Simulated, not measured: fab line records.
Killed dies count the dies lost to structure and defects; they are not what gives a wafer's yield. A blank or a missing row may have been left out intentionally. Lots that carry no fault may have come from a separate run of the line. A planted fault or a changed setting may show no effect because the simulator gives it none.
fab line records -- flow nand_harc -- part 1 of 2: steps 1 to 3 of 6
[record] lots = 24, wafers = 72, last_day = 34
route steps=1302 shown A_CONTACT@1098 A_BLC@1126 A_M0@1152 A_M1@1184
lots that met no fault: taken from a fault-free run of the same line
start_h: hours from the record's opening day to when the first of the lot's shown wafers began -- wait_h: how many hours have passed since the lot's step before this one -- " unchanged from the row above -- L1.1+2: several wafers, shown together as one row -- - either no value or no given start -- * or withheld: withheld -- < > ~ a bound
route shown NAME@n: NAME is a module with steps in the file, n the number in the route of the first one -- usual: mean/standard deviation taken from wafers without a fault -- same: alike in all rows -- chamber/n: place in a boat -- sites: each site's reading -- _std_site: how widely they spread, as a standard deviation -- _edge_site: outer sites' mean less inner sites' -- radius_mm: how far each site lies from the wafer's centre -- mask NAME#n: copy n -- behind: the most recent tool/chamber to have shaped the wafer -- hold: why the lot went on hold/how many hours it stayed there/how the hold came to an end -- device: the n, p or np transistor that did not switch -- end of line: tests of these same wafers at the route's end -- step lacking rows: just its recipe -- killed: the dies lost at the first sort to structure and to defects; this is not the yield of the wafer -- map: per-die view of a wafer (x killed, . not killed, _ where there is no die)
set.NAME: the run value of the setting; set.NAME@STEP: its run value at that earlier step -- model.NAME: the simulator's own value behind a step, which no gauge read
one table for each step of the route and one row for each wafer, over a sample of lots
services: the hour from which a tool's chamber was out of use, counted from the record's first day as start_h (under 0 if before that day), plus the number of hours and why
[[steps]]
[step NHARC_A_CONTACT_ETCH_110]
[recipe] target_depth_a = 600, overetch_a = 60, time_s = 33, ion_energy_ev = 100, cf4_flow_sccm = 80, o2_flow_sccm = 20, ar_flow_sccm = 0, rf_w = 300, bias_w = 100, chemistry = CF4/O2
[usual] drypump_motor_current_A = 5.5/0.44, oes_f_703_au = 1.000/0.0044, oes_product_au = 0.996/0.012, rf_vpp_V = 198.4/1.2, showerhead_plenum_p_Torr = 1.36/0.049, throttle_valve_pct = 13.397/0.0093
lot.wafer,tool,chamber,start_h,wait_h,drypump_motor_current_A,oes_f_703_au,oes_product_au,rf_hours_counter_h,rf_vpp_V,showerhead_plenum_p_Torr,throttle_valve_pct
L075.3,rie_diel-11,0,523.23,0.1,5.5,0.998,1.013,24,195.1,1.24,13.397
L075.5,rie_diel-11,2,523.23,0.1,5.7,0.999,1.000,-,196.4,1.27,13.387
L075.6,rie_diel-11,3,523.23,0.1,5.2,0.996,1.007,-,198.3,1.36,13.381
L074.1,rie_diel-07,3,532.00,0.1,6.0,0.997,1.008,9,197.5,1.37,13.407
L074.6,rie_diel-07,3,532.00,0.1,6.0,0.996,1.010,-,199.6,1.38,13.393
L074.4,rie_diel-07,1,532.00,0.1,5.7,0.995,1.004,-,198.6,1.42,13.407
L076.3,rie_diel-04,1,545.64,0.1,6.0,1.000,0.970,0,198.9,1.42,13.378
L076.5,rie_diel-04,3,545.64,0.1,5.2,1.000,1.004,-,200.7,1.45,13.398
L076.6,rie_diel-04,0,545.64,0.1,5.5,1.002,0.991,-,200.3,1.43,13.393
L077.3,rie_diel-07,2,554.48,0.1,5.5,1.006,0.992,9,199.2,1.33,13.391
L077.2,rie_diel-07,0,554.48,0.1,4.7,0.995,0.993,12,197.8,1.33,13.406
L077.5,rie_diel-07,2,554.48,0.1,5.5,0.999,0.997,-,197.8,1.33,13.399
L078.4,rie_diel-07,1,562.05,0.1,5.7,0.991,0.990,17,199.0,1.42,13.389
L078.6,rie_diel-07,0,562.05,0.1,4.7,0.999,1.000,-,197.2,1.33,13.393
L078.5,rie_diel-07,1,562.05,0.1,5.7,0.996,0.994,-,201.1,1.42,13.377
L080.1,rie_diel-07,3,575.48,0.1,6.0,0.999,1.010,19,200.1,1.37,13.402
L080.3,rie_diel-07,0,575.48,0.1,4.7,1.002,1.004,15,198.4,1.33,13.400
L080.5,rie_diel-07,1,575.48,0.1,5.8,1.004,0.983,-,199.4,1.42,13.399
L079.1,rie_diel-07,0,578.42,0.1,4.7,1.001,0.993,16,198.9,1.33,13.416
L079.2,rie_diel-07,1,578.42,0.1,5.7,1.004,0.978,20,199.5,1.42,13.402
L079.4,rie_diel-07,2,578.42,0.1,5.5,0.991,1.006,14,197.0,1.32,13.389
L081.3,rie_diel-07,1,586.39,0.1,5.7,0.994,0.991,20,200.4,1.42,13.390
L081.1,rie_diel-07,3,586.39,0.1,6.0,1.007,1.003,21,199.2,1.37,13.388
L081.2,rie_diel-07,0,586.39,0.1,4.7,1.003,1.000,17,197.8,1.33,13.411
L082.3,rie_diel-11,1,603.26,0.0,6.2,0.995,1.024,54,196.4,1.28,13.397
L082.1,rie_diel-11,2,603.26,0.0,5.6,0.993,0.980,57,196.3,1.27,13.389
L082.5,rie_diel-11,2,603.26,0.0,5.6,0.993,0.985,-,196.4,1.27,13.404
L086.2,rie_diel-07,0,619.34,0.4,4.7,1.000,0.986,29,197.0,1.33,13.396
L086.6,rie_diel-07,0,619.34,0.4,4.7,0.998,0.983,-,197.5,1.33,13.394
L086.5,rie_diel-07,3,619.34,0.4,6.0,0.999,1.005,-,200.0,1.37,13.391
L083.2,rie_diel-07,0,622.07,0.1,4.7,0.995,0.985,29,197.5,1.33,13.392
L083.5,rie_diel-07,1,622.07,0.1,5.8,1.007,0.991,-,197.3,1.42,13.393
L083.6,rie_diel-07,0,622.07,0.1,4.8,1.005,0.987,-,198.5,1.33,13.398
L084.3,rie_diel-04,0,633.08,0.1,5.5,1.005,0.994,34,198.8,1.43,13.397
L084.4,rie_diel-04,2,633.08,0.1,5.4,0.995,0.980,31,196.4,1.31,13.413
L084.5,rie_diel-04,0,633.08,0.1,5.5,1.004,0.997,-,200.3,1.43,13.399
L085.4,rie_diel-07,1,639.60,0.1,5.7,1.001,0.986,21,197.9,1.42,13.401
L085.3,rie_diel-07,2,639.60,0.1,5.5,0.994,1.011,24,198.0,1.32,13.395
L085.5,rie_diel-07,0,639.60,0.1,4.7,0.996,1.003,-,198.3,1.33,13.388
L087.1,rie_diel-04,0,652.07,0.1,5.5,0.996,0.981,40,198.6,1.42,13.411
L087.2,rie_diel-04,1,652.07,0.1,6.0,0.999,0.964,36,200.7,1.41,13.402
L087.4,rie_diel-04,2,652.07,0.1,5.4,1.000,1.011,37,196.8,1.31,13.382
L089.3,rie_diel-11,3,658.06,0.1,5.2,0.997,0.988,7,197.3,1.35,13.397
L089.2,rie_diel-11,2,658.06,0.1,5.7,0.998,0.994,16,196.8,1.26,13.403
L089.6,rie_diel-11,3,658.06,0.1,5.2,0.994,0.997,-,198.6,1.35,13.409
L088.4,rie_diel-04,2,669.93,3.4,5.4,0.999,1.009,46,197.3,1.31,13.413
L088.3,rie_diel-04,1,669.93,3.4,6.0,0.999,0.984,46,199.5,1.41,13.401
L088.6,rie_diel-04,3,669.93,3.4,5.2,1.001,0.996,-,200.4,1.44,13.393
L090.1,rie_diel-07,3,671.94,0.1,6.0,0.994,0.993,1,198.5,1.37,13.402
L090.3,rie_diel-07,0,671.94,0.1,4.7,1.009,0.997,1,198.5,1.33,13.389
L090.2,rie_diel-07,1,671.94,0.1,5.7,1.008,1.005,1,199.2,1.42,13.397
L092.1,rie_diel-07,0,688.80,0.1,4.7,1.004,0.993,4,196.4,1.33,13.417
L092.2,rie_diel-07,2,688.80,0.1,5.5,1.000,1.015,4,198.0,1.32,13.392
L092.5,rie_diel-07,0,688.80,0.1,4.7,1.001,0.995,-,197.9,1.33,13.385
L091.3,rie_diel-07,1,692.33,0.0,5.7,1.003,0.994,6,199.3,1.41,13.398
L091.1,rie_diel-07,2,692.33,0.0,5.5,0.996,1.012,6,195.9,1.32,13.409
L091.2,rie_diel-07,0,692.33,0.0,4.7,1.002,0.997,6,198.6,1.33,13.398
L093.2,rie_diel-07,3,698.39,0.0,6.0,1.001,0.995,6,198.7,1.37,13.399
L093.1,rie_diel-07,1,698.39,0.0,5.7,0.995,1.004,6,199.7,1.41,13.388
L093.5,rie_diel-07,0,698.39,0.0,4.7,1.000,1.002,-,197.2,1.33,13.395
L094.1,rie_diel-07,3,713.92,0.1,5.9,1.004,0.977,9,199.7,1.37,13.397
L094.3,rie_diel-07,1,713.92,0.1,5.7,1.003,0.994,9,200.2,1.41,13.394
L094.5,rie_diel-07,0,713.92,0.1,4.7,1.002,0.997,-,197.0,1.33,13.397
L095.3,rie_diel-07,0,716.08,0.1,4.8,1.004,0.994,9,197.5,1.33,13.389
L095.1,rie_diel-07,1,716.08,0.1,5.7,0.997,1.005,9,198.9,1.41,13.399
L095.2,rie_diel-07,3,716.08,0.1,6.0,0.992,0.973,9,198.2,1.37,13.389
L096.3,rie_diel-07,2,730.00,0.1,5.5,1.004,0.994,11,198.2,1.32,13.402
L096.1,rie_diel-07,0,730.00,0.1,4.7,1.009,0.994,10,197.7,1.33,13.384
L096.4,rie_diel-07,1,730.00,0.1,5.7,0.996,0.996,11,199.9,1.41,13.391
L097.2,rie_diel-07,1,762.74,0.1,5.7,0.996,0.994,16,199.3,1.41,13.391
L097.5,rie_diel-07,2,762.74,0.1,5.5,0.999,1.015,-,198.1,1.32,13.404
L097.6,rie_diel-07,3,762.74,0.1,6.0,1.004,0.985,-,198.5,1.36,13.394
[step NHARC_A_CONTACT_STRIP_26]
[recipe] o2_flow_sccm = 500, ar_flow_sccm = 0, bias_w = 0, chemistry = O2
[usual] drypump_motor_current_A = 5.5/0.44, oes_product_au = 0.996/0.011, rf_vpp_V = 57.8/0.92, showerhead_plenum_p_Torr = 3.59/0.13, throttle_valve_pct = 17.036/0.0091
lot.wafer,tool,chamber,start_h,wait_h,drypump_motor_current_A,oes_product_au,rf_hours_counter_h,rf_vpp_V,showerhead_plenum_p_Torr,throttle_valve_pct
L075.3,rie_diel-11,0,-,-,5.5,0.987,24,57.1,3.30,17.027
L075.5,rie_diel-11,0,-,-,5.5,0.991,-,56.5,3.30,17.049
L075.6,rie_diel-11,1,-,-,6.2,1.012,-,57.5,3.41,17.040
L074.1,rie_diel-07,1,-,-,5.7,1.001,9,57.9,3.74,17.030
L074.6,rie_diel-07,3,-,-,6.0,1.017,-,57.2,3.63,17.046
L074.4,rie_diel-07,1,-,-,5.8,1.008,-,57.8,3.74,17.040
L076.3,rie_diel-04,3,-,-,5.2,0.999,0,58.6,3.81,17.031
L076.5,rie_diel-04,0,-,-,5.5,0.982,-,57.8,3.78,17.037
L076.6,rie_diel-04,1,-,-,6.0,0.976,-,58.6,3.74,17.030
L077.2,rie_diel-07,2,-,-,5.5,0.981,9,57.1,3.51,17.036
L077.3,rie_diel-07,0,-,-,4.7,0.993,12,57.1,3.53,17.053
L077.5,rie_diel-07,1,-,-,5.7,0.986,-,57.8,3.74,17.031
L078.4,rie_diel-07,1,-,-,5.7,1.005,17,59.2,3.73,17.040
L078.5,rie_diel-07,0,-,-,4.7,0.996,-,55.7,3.53,17.037
L078.6,rie_diel-07,1,-,-,5.7,0.998,-,58.4,3.73,17.037
L080.3,rie_diel-07,2,-,-,5.6,1.018,13,59.1,3.50,17.027
L080.1,rie_diel-07,1,-,-,5.7,0.982,19,57.6,3.73,17.024
L080.5,rie_diel-07,3,-,-,6.0,1.009,-,57.7,3.62,17.028
L079.2,rie_diel-07,1,-,-,5.7,0.983,20,58.7,3.73,17.028
L079.4,rie_diel-07,3,-,-,6.0,1.008,20,57.2,3.62,17.035
L079.1,rie_diel-07,0,-,-,4.7,0.996,16,56.6,3.52,17.045
L081.1,rie_diel-07,2,-,-,5.5,1.003,15,55.6,3.50,17.052
L081.3,rie_diel-07,3,-,-,6.0,1.014,21,59.5,3.62,17.031
L081.2,rie_diel-07,0,-,-,4.7,0.993,17,57.7,3.52,17.034
L082.3,rie_diel-11,0,-,-,5.5,0.984,49,57.2,3.28,17.010
L082.1,rie_diel-11,1,-,-,6.2,1.017,54,57.6,3.39,17.045
L082.5,rie_diel-11,1,-,-,6.2,1.013,-,57.0,3.39,17.035
L086.2,rie_diel-07,0,619.44,0.1,4.7,0.991,29,57.2,3.52,17.026
L086.5,rie_diel-07,0,619.44,0.1,4.7,0.988,-,58.7,3.52,17.030
L086.6,rie_diel-07,3,619.44,0.1,6.0,1.003,-,58.5,3.61,17.055
L083.2,rie_diel-07,1,622.21,0.1,5.7,0.983,20,57.5,3.73,17.056
L083.6,rie_diel-07,0,622.21,0.1,4.7,0.993,-,59.1,3.52,17.025
L083.5,rie_diel-07,1,622.21,0.1,5.7,0.988,-,56.4,3.73,17.027
L084.4,rie_diel-04,3,-,-,5.2,0.987,28,59.3,3.79,17.032
L084.3,rie_diel-04,1,-,-,6.0,0.969,31,58.3,3.72,17.034
L084.5,rie_diel-04,2,-,-,5.4,0.997,-,57.8,3.47,17.035
L085.4,rie_diel-07,1,-,-,5.7,0.994,21,57.9,3.73,17.030
L085.3,rie_diel-07,3,-,-,5.9,1.005,34,58.0,3.61,17.045
L085.5,rie_diel-07,2,-,-,5.5,1.001,-,58.1,3.50,17.023
L087.4,rie_diel-04,3,-,-,5.2,0.996,35,58.5,3.79,17.037
L087.2,rie_diel-04,1,-,-,6.0,0.983,36,58.1,3.72,17.035
L087.1,rie_diel-04,2,-,-,5.4,0.999,38,58.0,3.46,17.032
L089.2,rie_diel-11,3,-,-,5.1,1.001,7,57.3,3.56,17.049
L089.3,rie_diel-11,0,-,-,5.5,0.987,16,58.2,3.80,17.027
L089.6,rie_diel-11,3,-,-,5.2,0.992,-,57.1,3.56,17.036
L088.3,rie_diel-04,3,-,-,5.2,0.986,45,58.9,3.78,17.032
L088.4,rie_diel-04,0,-,-,5.5,0.992,51,58.3,3.75,17.034
L088.6,rie_diel-04,2,-,-,5.4,1.002,-,57.8,3.46,17.043
L090.3,rie_diel-07,1,-,-,5.7,0.995,1,58.1,3.73,17.054
L090.1,rie_diel-07,2,-,-,5.6,0.999,1,58.9,3.50,17.039
L090.2,rie_diel-07,0,-,-,4.7,0.989,1,57.8,3.52,17.048
L092.2,rie_diel-07,3,-,-,6.0,0.989,4,57.7,3.61,17.037
L092.1,rie_diel-07,0,-,-,4.7,0.993,4,57.2,3.51,17.048
L092.5,rie_diel-07,3,-,-,6.0,0.978,-,57.9,3.61,17.036
L091.3,rie_diel-07,0,-,-,4.7,0.996,6,57.8,3.51,17.043
L091.2,rie_diel-07,1,-,-,5.8,0.993,6,56.4,3.73,17.023
L091.1,rie_diel-07,3,-,-,6.0,0.984,6,56.7,3.61,17.025
L093.2,rie_diel-07,3,-,-,6.0,0.983,6,57.8,3.61,17.038
L093.1,rie_diel-07,0,-,-,4.7,0.994,6,57.3,3.51,17.039
L093.5,rie_diel-07,2,-,-,5.5,1.004,-,58.1,3.49,17.039
L094.1,rie_diel-07,2,-,-,5.5,0.987,9,57.6,3.49,17.034
L094.3,rie_diel-07,3,-,-,6.0,0.975,9,57.3,3.61,17.034
L094.5,rie_diel-07,0,-,-,4.7,0.987,-,57.8,3.51,17.036
L095.3,rie_diel-07,0,-,-,4.7,1.005,9,58.0,3.51,17.049
L095.1,rie_diel-07,1,-,-,5.7,1.003,9,59.1,3.73,17.031
L095.2,rie_diel-07,3,-,-,6.0,0.979,9,58.1,3.61,17.042
L096.4,rie_diel-07,1,-,-,5.7,0.998,11,58.4,3.73,17.030
L096.3,rie_diel-07,2,-,-,5.5,1.009,11,59.0,3.49,17.029
L096.1,rie_diel-07,3,-,-,6.0,0.993,11,57.5,3.61,17.020
L097.2,rie_diel-07,3,-,-,6.0,0.995,17,57.9,3.60,17.044
L097.5,rie_diel-07,1,-,-,5.7,0.999,-,58.1,3.72,17.043
L097.6,rie_diel-07,2,-,-,5.5,1.016,-,57.9,3.49,17.031
[step NHARC_A_BLC_STRIP_21]
[recipe] o2_flow_sccm = 500, ar_flow_sccm = 0, bias_w = 0, chemistry = O2
[usual] drypump_motor_current_A = 6.0/0.44, oes_product_au = 1.004/0.012, rf_vpp_V = 57.9/0.91, showerhead_plenum_p_Torr = 3.53/0.14, throttle_valve_pct = 17.037/0.009
lot.wafer,tool,chamber,start_h,wait_h,drypump_motor_current_A,oes_product_au,rf_hours_counter_h,rf_vpp_V,showerhead_plenum_p_Torr,throttle_valve_pct
L075.3,rie_diel-03,1,527.35,0.1,5.3,0.989,20,56.6,3.41,17.027
L075.6,rie_diel-03,3,527.35,0.1,6.3,0.991,-,57.7,3.61,17.056
L075.5,rie_diel-03,0,527.35,0.1,5.6,1.008,-,60.2,3.73,17.031
L074.4,rie_diel-02,3,536.10,0.1,5.4,1.009,7,57.2,3.53,17.051
L074.1,rie_diel-02,2,536.10,0.1,5.7,1.014,7,57.8,3.48,17.027
L074.6,rie_diel-02,3,536.10,0.1,5.4,1.009,-,59.0,3.53,17.025
L076.3,rie_diel-12,0,549.51,0.1,6.8,0.998,10,59.1,3.42,17.023
L076.6,rie_diel-12,1,549.51,0.1,6.4,1.021,-,59.4,3.71,17.038
L076.5,rie_diel-12,2,549.51,0.1,5.7,1.016,-,58.6,3.52,17.036
L077.3,rie_diel-02,1,558.55,0.1,5.9,1.018,8,57.2,3.31,17.026
L077.2,rie_diel-02,2,558.55,0.1,5.7,1.005,8,59.3,3.48,17.031
L077.5,rie_diel-02,1,558.55,0.1,5.9,1.020,-,57.2,3.31,17.031
L078.4,rie_diel-03,0,566.02,0.1,5.6,1.006,27,58.4,3.73,17.034
L078.6,rie_diel-03,0,566.02,0.1,5.6,1.007,-,57.2,3.73,17.033
L078.5,rie_diel-03,1,566.02,0.1,5.3,0.987,-,57.1,3.40,17.036
L080.1,rie_diel-12,1,579.44,0.1,6.4,0.997,11,57.8,3.70,17.046
L080.3,rie_diel-12,0,579.44,0.1,6.8,0.991,12,58.1,3.42,17.044
L080.5,rie_diel-12,1,579.44,0.1,6.4,0.989,-,58.3,3.70,17.043
L079.1,rie_diel-12,2,582.38,0.1,5.7,1.020,12,58.4,3.52,17.032
L079.2,rie_diel-12,3,582.38,0.1,5.9,1.004,10,58.3,3.48,17.026
L079.4,rie_diel-12,1,582.38,0.1,6.4,0.988,12,59.2,3.70,17.041
L081.1,rie_diel-12,3,590.97,0.1,6.0,1.007,10,59.1,3.48,17.048
L081.2,rie_diel-12,1,590.97,0.1,6.4,1.002,13,57.2,3.70,17.032
L081.3,rie_diel-12,2,590.97,0.1,5.7,1.008,13,58.2,3.52,17.032
L082.1,rie_diel-12,0,607.17,0.1,6.8,0.993,13,57.4,3.42,17.042
L082.3,rie_diel-12,2,607.17,0.1,5.7,1.010,13,57.1,3.52,17.046
L082.5,rie_diel-12,1,607.17,0.1,6.4,0.994,-,59.4,3.70,17.034
L086.2,rie_diel-03,2,623.50,0.1,6.1,1.011,53,59.3,3.78,17.035
L086.6,rie_diel-03,2,623.50,0.1,6.1,1.020,-,58.5,3.78,17.027
L086.5,rie_diel-03,3,623.50,0.1,6.3,1.003,-,57.4,3.59,17.040
L083.2,rie_diel-03,2,626.24,0.1,6.1,1.015,53,59.4,3.78,17.030
L083.5,rie_diel-03,3,626.24,0.1,6.3,1.007,-,57.6,3.59,17.031
L083.6,rie_diel-03,0,626.24,0.1,5.7,1.009,-,58.5,3.72,17.051
L084.4,rie_diel-12,3,636.91,0.1,5.9,0.990,0,57.9,3.47,17.029
L084.3,rie_diel-12,0,636.91,0.1,6.8,1.016,0,56.9,3.42,17.025
L084.5,rie_diel-12,0,636.91,0.1,6.8,1.007,-,57.9,3.42,17.038
L085.4,rie_diel-02,3,643.46,0.1,5.4,1.019,6,58.3,3.52,17.031
L085.3,rie_diel-02,1,643.46,0.1,5.9,1.013,5,57.3,3.31,17.039
L085.5,rie_diel-02,3,643.46,0.1,5.4,1.014,-,59.4,3.52,17.041
L087.1,rie_diel-02,0,655.97,0.1,6.5,1.000,6,58.2,3.39,17.038
L087.4,rie_diel-02,1,655.97,0.1,5.9,1.009,6,56.8,3.31,17.052
L087.2,rie_diel-02,3,655.97,0.1,5.4,1.014,7,59.0,3.52,17.020
L089.2,rie_diel-02,0,662.12,0.1,6.5,0.995,6,56.9,3.39,17.034
L089.3,rie_diel-02,1,662.12,0.1,6.0,1.020,6,56.0,3.31,17.029
L089.6,rie_diel-02,2,662.12,0.1,5.7,1.031,-,58.6,3.48,17.062
L088.3,rie_diel-03,1,673.98,0.1,5.3,1.010,8,57.0,3.39,17.027
L088.4,rie_diel-03,2,673.98,0.1,6.2,1.013,8,58.7,3.77,17.030
L088.6,rie_diel-03,0,673.98,0.1,5.6,1.019,-,60.2,3.71,17.045
L090.3,rie_diel-03,3,675.92,0.1,6.3,0.996,8,58.3,3.59,17.037
L090.1,rie_diel-03,0,675.92,0.1,5.6,1.004,8,57.3,3.71,17.036
L090.2,rie_diel-03,1,675.92,0.1,5.3,1.012,8,58.6,3.39,17.043
L092.2,rie_diel-12,2,692.75,0.1,5.7,0.984,7,56.7,3.51,17.031
L092.1,rie_diel-12,0,692.75,0.1,6.8,1.017,6,57.9,3.41,17.029
L092.5,rie_diel-12,3,692.75,0.1,6.0,1.000,-,57.6,3.47,17.047
L091.3,rie_diel-02,1,696.20,0.1,5.9,1.009,8,58.5,3.31,17.056
L091.1,rie_diel-02,2,696.20,0.1,5.7,1.019,9,56.6,3.47,17.007
L091.2,rie_diel-02,3,696.20,0.1,5.5,1.010,10,58.6,3.52,17.045
L093.2,rie_diel-03,0,702.26,0.1,5.6,1.008,12,59.3,3.71,17.048
L093.1,rie_diel-03,2,702.26,0.1,6.1,1.014,13,58.6,3.77,17.045
L093.5,rie_diel-03,2,702.26,0.1,6.1,1.012,-,58.0,3.77,17.021
L094.1,rie_diel-02,2,718.07,0.1,5.7,1.009,11,57.1,3.47,17.032
L094.3,rie_diel-02,3,718.07,0.1,5.4,1.016,11,58.1,3.52,17.034
L094.5,rie_diel-02,1,718.07,0.1,5.9,1.006,-,56.6,3.31,17.041
L095.1,rie_diel-03,3,719.95,0.1,6.3,1.000,15,57.3,3.58,17.036
L095.3,rie_diel-03,0,719.95,0.1,5.6,0.999,17,57.8,3.70,17.032
L095.2,rie_diel-03,2,719.95,0.1,6.1,1.006,18,59.5,3.77,17.021
L096.4,rie_diel-12,2,733.98,0.1,5.7,1.001,11,58.8,3.51,17.028
L096.1,rie_diel-12,3,733.98,0.1,6.0,0.975,10,57.5,3.47,17.048
L096.3,rie_diel-12,0,733.98,0.1,6.8,1.007,10,57.6,3.41,17.030
L097.2,rie_diel-12,0,766.63,0.1,6.8,1.002,11,58.1,3.41,17.027
L097.5,rie_diel-12,0,766.63,0.1,6.8,1.004,-,58.9,3.41,17.034
L097.6,rie_diel-12,1,766.63,0.1,6.4,0.977,-,59.0,3.70,17.042
